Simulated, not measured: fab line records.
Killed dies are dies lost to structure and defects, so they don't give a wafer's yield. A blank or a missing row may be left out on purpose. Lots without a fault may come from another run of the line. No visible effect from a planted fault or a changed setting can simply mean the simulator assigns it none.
fab line records -- flow n5_finfet
record lots=11, wafers=30, last_day=20
route steps=1938 shown BEOL_M14@1750 PASSIVATION@1936
lots with no fault: from the same line, run without faults
start_h: start of the lot's first displayed wafer, in hours after the record's first day -- wait_h: how many hours have passed since the lot's step before this one -- " unchanged from the row above -- L1.1+2: a single row standing in for several wafers -- - value missing, or start not given -- * or withheld: withheld -- < > ~ a bound
route shown NAME@n: NAME is a module with steps in the file, n the number in the route of the first one -- usual: mean and standard deviation over wafers with no fault -- same: alike in all rows -- chamber/n: place in a boat -- sites: readings site by site -- _std_site: the values' standard deviation -- _edge_site: mean of outer sites minus mean of inner sites -- radius_mm: for every site, how far away it sits from the centre of the wafer -- mask NAME#n: copy n -- behind: tool/chamber where the wafer was last shaped -- hold: cause of the lot's hold/its duration in hours/its outcome -- device: names the non-switching transistor (n, p or np) -- end of line: the tests these same wafers got at the end of their route -- a step with no rows: only its recipe -- killed: dies lost to structure and defects at the first sort, not the wafer's yield -- map: a wafer's dies, marking killed ones x, the rest . and places with no die _
set.NAME: the run value of the setting; set.NAME@STEP: its run value at that earlier step -- model.NAME: the simulator's own value behind a step, which no gauge read
one table for each step of the route and one row for each wafer, over a sample of lots
services: the hour from which a tool's chamber was out of use, counted from the record's first day as start_h (under 0 if before that day), plus the number of hours and why
## steps
# step N5_BEOL_M14_ETCH_67
# recipe chemistry=CF4, target=SiARC, target_depth_a=1430, time_s=238.3, ion_energy_ev=80, pressure_mtorr=40, source_w=545, bias_w=36, Ar_flow_sccm=100, cf4_flow_sccm=100, ends=cleared
# usual bias_w=36.00/0.11, chamber_pressure_mTorr=40.00/0.039, drypump_motor_current_A=5.6/0.4, etch_rf_on_time_s=235/7.2, oes_product_au=0.69/0.079, rf_vpp_V=184.2/1.3, showerhead_plenum_p_Torr=2.15/0.087, throttle_valve_pct=15.58/0.28
lot.wafer,tool,chamber,start_h,wait_h,bias_w,chamber_pressure_mTorr,drypump_motor_current_A,etch_rf_on_time_s,oes_product_au,rf_hours_counter_h,rf_vpp_V,showerhead_plenum_p_Torr,throttle_valve_pct
L193.2,rie_diel-04,1,275.94,0.0,36.02,39.99,6.1,237,0.61,210,182.2,2.06,16.01
L193.3,rie_diel-04,3,275.94,0.0,36.12,40.03,5.5,225,0.66,177,182.7,2.04,15.67
L193.5,rie_diel-04,3,275.94,0.0,36.01,40.04,5.5,223,0.66,-,183.0,2.04,15.66
L196.1,rie_diel-05,3,308.98,0.0,36.13,39.99,5.5,227,0.81,20,185.1,2.29,15.19
L196.4,rie_diel-05,2,308.98,0.0,35.88,40.04,5.3,230,0.80,-,185.1,2.19,15.34
L196.5,rie_diel-05,3,308.98,0.0,36.00,39.98,5.5,227,0.81,-,186.4,2.29,15.15
L198.1,rie_diel-05,0,322.61,0.0,35.98,40.03,5.2,239,0.60,242,183.6,2.02,15.53
L198.4,rie_diel-05,1,322.61,0.0,36.00,40.05,6.2,232,0.64,177,182.6,2.11,15.89
L201.4,rie_diel-01,3,326.61,0.1,35.85,39.93,5.0,246,0.61,-,181.7,2.04,15.83
L201.5,rie_diel-01,0,326.61,0.1,35.86,39.97,6.2,230,0.78,-,183.4,2.19,15.40
L208.2,rie_diel-01,1,376.27,0.0,36.13,40.00,5.8,249,0.62,180,184.2,2.22,15.55
L208.6,rie_diel-01,3,376.27,0.0,36.06,39.91,5.1,243,0.61,-,183.8,2.04,15.86
L210.1,rie_diel-05,0,381.20,0.0,35.96,40.02,5.1,237,0.80,6,186.5,2.26,15.08
L210.4,rie_diel-05,1,381.20,0.0,35.72,39.98,6.2,239,0.62,196,182.8,2.11,15.92
L210.5,rie_diel-05,3,381.20,0.0,36.05,40.01,5.5,228,0.76,-,186.6,2.28,15.24
L211.1,rie_diel-04,3,409.78,0.0,35.85,39.98,5.5,227,0.62,233,183.3,2.02,15.77
L211.3,rie_diel-04,2,409.78,0.0,35.99,40.00,5.6,228,0.67,120,184.1,2.17,16.01
L211.5,rie_diel-04,2,409.78,0.0,35.97,39.99,5.6,228,0.68,-,184.3,2.17,15.99
L213.4,rie_diel-04,1,423.70,0.0,35.89,39.99,6.1,231,0.84,1,186.8,2.30,15.61
L213.5,rie_diel-04,2,423.70,0.0,36.05,40.04,5.6,229,0.67,-,183.7,2.17,15.99
L213.6,rie_diel-04,1,423.70,0.0,35.81,39.99,6.1,232,0.85,-,186.0,2.30,15.61
L209.1,rie_diel-01,1,429.69,0.0,36.08,39.91,5.8,251,0.61,200,184.8,2.22,15.59
L209.3,rie_diel-01,2,429.69,0.0,35.97,40.04,5.1,234,0.79,26,183.3,2.09,15.32
L209.5,rie_diel-01,2,429.69,0.0,35.85,39.90,5.1,234,0.79,-,185.3,2.09,15.31
L215.2,rie_diel-05,2,450.99,0.0,36.11,40.02,5.3,239,0.71,59,184.2,2.18,15.46
L215.3,rie_diel-05,1,450.99,0.0,35.96,40.03,6.2,237,0.61,214,185.0,2.10,15.94
L215.4,rie_diel-05,0,450.99,0.0,36.26,39.94,5.2,236,0.77,24,185.4,2.26,15.11
L216.1,rie_diel-04,1,451.47,0.0,35.93,40.05,6.1,231,0.82,8,185.7,2.30,15.64
L216.4,rie_diel-04,2,451.47,0.0,36.13,39.99,5.6,230,0.67,132,183.8,2.17,16.01
L216.6,rie_diel-04,1,451.47,0.0,36.24,40.01,6.1,232,0.81,-,186.0,2.30,15.62
# step N5_BEOL_M14_DEGAS_41
# recipe ambient=vacuum, temp_c=300, time_s=60
# usual heater_power_w=459/31
lot.wafer,tool,chamber,start_h,wait_h,heater_power_w
L193.2,pvd_sputter-03,-,276.84,0.1,443
L193.3,pvd_sputter-03,-,276.84,0.1,441
L193.5,pvd_sputter-03,-,276.84,0.1,458
L196.1,pvd_sputter-01,-,314.14,0.3,484
L196.4,pvd_sputter-01,-,314.14,0.3,418
L196.5,pvd_sputter-01,-,314.14,0.3,475
L198.1,pvd_sputter-03,-,324.45,0.9,509
L198.4,pvd_sputter-03,-,324.45,0.9,468
L201.4,pvd_sputter-03,-,329.17,0.5,425
L201.5,pvd_sputter-03,-,329.17,0.5,505
L208.2,pvd_sputter-01,-,377.49,0.3,408
L208.6,pvd_sputter-01,-,377.49,0.3,473
L210.1,pvd_sputter-01,-,384.77,0.2,410
L210.4,pvd_sputter-01,-,384.77,0.2,467
L210.5,pvd_sputter-01,-,384.77,0.2,511
L211.1,pvd_sputter-03,-,415.04,0.4,502
L211.3,pvd_sputter-03,-,415.04,0.4,436
L211.5,pvd_sputter-03,-,415.04,0.4,496
L213.4,pvd_sputter-02,-,426.35,0.4,398
L213.5,pvd_sputter-02,-,426.35,0.4,489
L213.6,pvd_sputter-02,-,426.35,0.4,431
L209.1,pvd_sputter-03,-,447.29,0.2,458
L209.3,pvd_sputter-03,-,447.29,0.2,510
L209.5,pvd_sputter-03,-,447.29,0.2,497
L216.1,pvd_sputter-02,-,453.72,0.3,406
L216.4,pvd_sputter-02,-,453.72,0.3,486
L216.6,pvd_sputter-02,-,453.72,0.3,481
L215.2,pvd_sputter-03,-,454.34,0.2,439
L215.3,pvd_sputter-03,-,454.34,0.2,502
L215.4,pvd_sputter-03,-,454.34,0.2,433
# step N5_BEOL_M14_SPUTTER_43
# recipe material=TaN, target_thk_a=150, temp_c=50, bias_v=168.6, power_w=15000, chamber_pressure_pa=0.12, time_s=24.19
# usual bias_v=168.7/1.7, throttle_valve_pct=29.6/0.9
lot.wafer,tool,chamber,start_h,wait_h,bias_v,throttle_valve_pct
L193.2,pvd_sputter-03,-,276.92,0.0,166.9,29.0
L193.3,pvd_sputter-03,-,276.92,0.0,170.7,31.4
L193.5,pvd_sputter-03,-,276.92,0.0,168.7,28.3
L196.1,pvd_sputter-01,-,314.22,0.0,169.1,30.5
L196.4,pvd_sputter-01,-,314.22,0.0,167.5,28.5
L196.5,pvd_sputter-01,-,314.22,0.0,167.8,30.7
L198.1,pvd_sputter-03,-,324.53,0.0,168.4,29.8
L198.4,pvd_sputter-03,-,324.53,0.0,170.5,28.6
L201.4,pvd_sputter-03,-,329.25,0.0,168.4,31.1
L201.5,pvd_sputter-03,-,329.25,0.0,165.4,29.7
L208.2,pvd_sputter-01,-,377.57,0.0,168.8,28.6
L208.6,pvd_sputter-01,-,377.57,0.0,172.6,31.0
L210.1,pvd_sputter-01,-,384.85,0.0,168.1,28.8
L210.4,pvd_sputter-01,-,384.85,0.0,167.0,30.7
L210.5,pvd_sputter-01,-,384.85,0.0,167.9,28.9
L211.1,pvd_sputter-03,-,415.12,0.0,167.9,30.0
L211.3,pvd_sputter-03,-,415.12,0.0,169.1,31.1
L211.5,pvd_sputter-03,-,415.12,0.0,168.7,30.0
L213.4,pvd_sputter-02,-,426.44,0.0,171.2,29.7
L213.5,pvd_sputter-02,-,426.44,0.0,170.2,30.4
L213.6,pvd_sputter-02,-,426.44,0.0,166.2,29.1
L209.1,pvd_sputter-03,-,447.38,0.0,171.4,29.0
L209.3,pvd_sputter-03,-,447.38,0.0,169.7,29.8
L209.5,pvd_sputter-03,-,447.38,0.0,169.0,30.0
L216.1,pvd_sputter-02,-,453.80,0.0,167.6,29.4
L216.4,pvd_sputter-02,-,453.80,0.0,167.6,30.1
L216.6,pvd_sputter-02,-,453.80,0.0,169.1,30.2
L215.2,pvd_sputter-03,-,454.43,0.0,167.6,29.1
L215.3,pvd_sputter-03,-,454.43,0.0,168.5,29.7
L215.4,pvd_sputter-03,-,454.43,0.0,167.6,30.9
# step N5_BEOL_M14_SPUTTER_44
# recipe material=Ta, target_thk_a=150, temp_c=50, bias_v=80, power_w=15000, chamber_pressure_pa=0.07, time_s=24.19
# usual bias_v=79.9/0.74, throttle_valve_pct=29.6/0.89
lot.wafer,tool,chamber,start_h,wait_h,bias_v,throttle_valve_pct
L193.2,pvd_sputter-03,-,277.00,0.0,79.6,29.2
L193.3,pvd_sputter-03,-,277.00,0.0,80.4,31.3
L193.5,pvd_sputter-03,-,277.00,0.0,79.7,28.4
L196.1,pvd_sputter-01,-,314.30,0.0,79.5,30.3
L196.4,pvd_sputter-01,-,314.30,0.0,80.7,28.5
L196.5,pvd_sputter-01,-,314.30,0.0,81.4,30.6
L198.1,pvd_sputter-03,-,324.61,0.0,80.7,29.9
L198.4,pvd_sputter-03,-,324.61,0.0,80.0,28.7
L201.4,pvd_sputter-03,-,329.33,0.0,79.3,31.2
L201.5,pvd_sputter-03,-,329.33,0.0,79.6,30.1
L208.2,pvd_sputter-01,-,377.65,0.0,80.2,28.5
L208.6,pvd_sputter-01,-,377.65,0.0,79.9,30.7
L210.1,pvd_sputter-01,-,384.93,0.0,79.5,28.6
L210.4,pvd_sputter-01,-,384.93,0.0,78.8,30.4
L210.5,pvd_sputter-01,-,384.93,0.0,80.4,28.9
L211.1,pvd_sputter-03,-,415.20,0.0,79.8,29.8
L211.3,pvd_sputter-03,-,415.20,0.0,79.5,31.1
L211.5,pvd_sputter-03,-,415.20,0.0,80.5,29.6
L213.4,pvd_sputter-02,-,426.53,0.0,79.8,29.6
L213.5,pvd_sputter-02,-,426.53,0.0,79.6,30.2
L213.6,pvd_sputter-02,-,426.53,0.0,80.2,29.3
L209.1,pvd_sputter-03,-,447.47,0.0,80.6,29.2
L209.3,pvd_sputter-03,-,447.47,0.0,79.7,30.0
L209.5,pvd_sputter-03,-,447.47,0.0,80.1,29.8
L216.1,pvd_sputter-02,-,453.88,0.0,79.9,29.4
L216.4,pvd_sputter-02,-,453.88,0.0,79.4,30.5
L216.6,pvd_sputter-02,-,453.88,0.0,78.2,30.6
L215.2,pvd_sputter-03,-,454.52,0.0,79.4,29.2
L215.3,pvd_sputter-03,-,454.52,0.0,80.3,29.9
L215.4,pvd_sputter-03,-,454.52,0.0,80.3,31.1
# step N5_BEOL_M14_CMP_49
# recipe stop_on=SiO2, t_overpolish_s=5.2, down_force_psi=2, platen_rpm=80, clearing_platen_down_force_psi=2, clearing_platen_rpm=80, post_cmp_clean=cu_alkaline, target_thk_nm=560, clearing_platen_pad_velocity_m_s=1.5917, pad_velocity_m_s=1.5917
# usual barrier_field_endpoint_s=11.3/0.33, motor_current_A=8.2/0.85
lot.wafer,tool,chamber,start_h,wait_h,barrier_field_endpoint_s,motor_current_A
L193.3,cmp-02,1,277.95,0.2,11.5,7.9
L193.2,cmp-02,2,277.95,0.2,11.5,7.1
L193.5,cmp-02,0,277.95,0.2,11.9,9.9
L196.4,cmp-01,3,315.36,0.1,11.5,7.4
L196.1,cmp-01,0,315.36,0.1,11.2,9.4
L196.5,cmp-01,0,315.36,0.1,11.3,9.4
L198.1,cmp-02,2,325.29,0.3,11.2,6.7
L198.4,cmp-02,1,325.29,0.3,12.5,8.4
L201.4,cmp-03,0,330.02,0.1,12.2,8.4
L201.5,cmp-03,1,330.02,0.1,12.7,7.8
L208.2,cmp-02,0,378.33,0.2,11.3,10.3
L208.6,cmp-02,0,378.33,0.2,11.4,10.8
L210.4,cmp-01,2,385.84,0.1,11.5,8.3
L210.1,cmp-01,3,385.84,0.1,11.6,7.4
L210.5,cmp-01,3,385.84,0.1,11.8,7.3
L211.1,cmp-02,2,415.92,0.3,11.6,7.1
L211.3,cmp-02,0,415.92,0.3,11.3,10.5
L211.5,cmp-02,1,415.92,0.3,11.6,7.5
L213.4,cmp-01,1,427.34,0.2,10.7,7.6
L213.6,cmp-01,2,427.34,0.2,11.2,8.4
L213.5,cmp-01,3,427.34,0.2,11.1,7.2
L209.1,cmp-01,1,448.18,0.3,11.4,6.8
L209.3,cmp-01,2,448.18,0.3,11.8,8.3
L209.5,cmp-01,2,448.18,0.3,11.7,8.0
L216.1,cmp-03,3,454.58,0.3,11.7,8.7
L216.4,cmp-03,0,454.58,0.3,11.0,8.5
L216.6,cmp-03,0,454.58,0.3,11.3,8.8
L215.3,cmp-01,1,455.32,0.2,11.1,7.0
L215.2,cmp-01,3,455.32,0.2,11.9,7.7
L215.4,cmp-01,0,455.32,0.2,11.2,9.1
# step N5_PASSIVATION_PROBE_49
# usual defect_limited_yield=91.2/1.5, killed_at_M0_to_M3=36/10, killed_at_M4_up=14/5.2, killed_at_contacts=12/6, killed_at_front_end=37/10, killed_at_other=4/3.3, killed_dies=104/18, killed_on_rim=14/4.1, killed_open=68/14, killed_short=34/7.4, sort_bin_5_function=5.2/1, sort_bin_6_memory=3.3/0.7, sort_bin_8_speed=0.01/0.045, sort_n_pass=1076/18, sort_yield_pct=91.2/1.5
# same gross_dies=1180, killed_at_back_side=0, sort_bin_4_leakage[%]=0
lot.wafer,tool,chamber,start_h,wait_h,defect_limited_yield[%],killed_at_M0_to_M3,killed_at_M4_up,killed_at_contacts,killed_at_front_end,killed_at_other,killed_dies,killed_on_rim,killed_open,killed_short,sort_bin_5_function[%],sort_bin_6_memory[%],sort_bin_8_speed[%],sort_n_pass,sort_yield_pct[%]
L211.1,prober-02,-,439.42,0.0,89.2,50,14,10,46,8,128,15,91,36,6.9,3.6,0.08,1051,89.1
L211.3,prober-02,-,439.52,0.1,90.3,40,9,16,45,4,114,10,86,28,6.9,2.5,0,1066,90.3
L211.5,prober-02,-,439.62,0.2,91.6,46,11,7,29,6,99,11,68,29,5.3,2.5,0,1081,91.6
# killed by level:class
L211.1 BEOL_M2:geometric_particle:open=20 STI_FIN_REVEAL:geometric_particle:open=15 BEOL_M1:geometric_particle:open=11 MOL_CONTACT_COAG:geometric_particle:open=8 FIN_SAQP:geometric_particle:open=7 BEOL_M0_SAQP:geometric_particle:open=6 BEOL_M0_SAQP:geometric_particle:short=5 BEOL_M5:geometric_particle:open=5
L211.3 BEOL_M1:geometric_particle:open=15 MOL_CONTACT_COAG:geometric_particle:open=12 BEOL_M2:geometric_particle:open=11 STI_FIN_REVEAL:geometric_particle:open=10 FIN_SAQP:geometric_particle:open=9 BEOL_M3:geometric_particle:open=6 FIN_SAQP:geometric_particle:short=4 STI_FIN_REVEAL:geometric_particle:short=4
L211.5 BEOL_M0_SAQP:geometric_particle:short=8 BEOL_M1:geometric_particle:open=8 BEOL_M2:geometric_particle:open=8 BEOL_M3:geometric_particle:open=8 MOL_CONTACT_COAG:geometric_particle:open=6 BEOL_M0_SAQP:geometric_particle:open=6 FIN_SAQP:geometric_particle:open=5 GATE_CUT:geometric_particle:open=5
## services
tool,chamber,start_h,hours,kind
cmp-02,-,259.41,4.0,pm
rie_diel-04,0,268.44,10.6,repair
cmp-01,-,269.12,8.4,pm
rie_diel-04,3,273.77,2.0,repair
cmp-01,-,278.95,0.5,repair
rie_diel-05,1,286.76,30.4,repair
cmp-02,-,289.59,4.6,pm
rie_diel-01,1,313.20,6.2,repair
cmp-02,-,321.72,0.3,repair
cmp-01,-,325.02,0.8,repair
cmp-02,-,328.59,0.6,repair
rie_diel-01,-,351.84,15.6,pm
cmp-03,-,358.93,2.4,repair
cmp-02,-,359.12,1.0,repair
cmp-02,-,367.04,9.2,repair
cmp-03,-,369.83,10.2,pm
cmp-01,-,375.79,4.0,pm
rie_diel-04,1,380.23,18.4,repair
rie_diel-04,0,386.71,4.0,repair
pvd_sputter-01,-,393.50,73.0,repair
rie_diel-04,-,416.71,2.8,pm
cmp-02,-,417.21,9.6,repair
rie_diel-01,0,427.65,10.6,repair
pvd_sputter-02,-,431.19,14.6,repair
## key
first_sign step=N5_BEOL_M14_CMP_49, reading=barrier_field_endpoint_s, direction=up, sigmas=3.4, usual=11.3, struck=12.5
effect none on later readings
met_at N5_BEOL_M14_SPUTTER_44
struck_lots L198,L201
struck_wafers L198.4,L201.4,L201.5
not_acting_at N5_BEOL_M14_ETCH_67,N5_BEOL_M14_DEGAS_41,N5_BEOL_M14_SPUTTER_43
onset_between 277.00 324.61
fault kind=process_parameter_drift, tool=pvd_sputter-03, chamber=-, onset_h=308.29, steps=N5_BEOL_M14_SPUTTER_44, channel=time_s, offset=*, shape=step, end_h=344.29, scope=struck_wafers_only, acts_in=*, stated=*
